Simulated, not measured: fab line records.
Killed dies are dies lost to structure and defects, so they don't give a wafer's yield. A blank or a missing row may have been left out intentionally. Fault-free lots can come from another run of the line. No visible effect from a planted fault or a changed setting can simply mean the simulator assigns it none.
Matching of chambers    flow n5-finfet    N5_BEOL_M1_ETCH_77 on rie-diel-06 has 4 sister chambers
The step etches underlayer in N2/H2, target depth 6.5 nm, time 5.2 s. 4 wafers are shown with their chamber, then 11 later ones without.

EACH WAFER AND ITS CHAMBER
wafer   chamber  showerhead-plenum-p-Torr (Torr)
L088.2  3        2.44
L090.4  0        2.64
L090.5  1        2.55
L089.3  2        2.47

WAFERS MISSING THEIR CHAMBER
wafer   showerhead-plenum-p-Torr (Torr)
L089.5  2.47
L089.6  2.44
L095.1  2.55
L095.5  2.47
L095.6  2.55
L096.1  2.64
L096.2  2.55
L096.4  2.43
L097.3  2.64
L097.4  2.55
L097.6  2.55

THE CHAMBER EACH PASSED THROUGH
wafer   from the rows above  in truth
L089.5  2                    2
L089.6  3                    3
L095.1  1                    1
L095.5  2                    2
L095.6  1                    1
L096.1  0                    0
L096.2  1                    1
L096.4  3                    3
L097.3  0                    0
L097.4  1                    1
L097.6  1                    1
Correctly placed: 11 of 11. Left unplaced by these rows: 0. Placed wrongly: 0.
How it was worked out, from the rows above alone: a wafer's distance from a chamber is the root of the sum, over the readings, of the square of ((its reading less the chamber's mean) divided by the reading's scatter). If the next closest chamber is less than 2 further off than the closest, the wafer can't be placed; otherwise it belongs to the closest. The mean given for a chamber averages the wafers shown for that chamber. The scatter: root of mean squared gap, hidden wafer to nearest shown wafer, with one shown wafer a chamber.
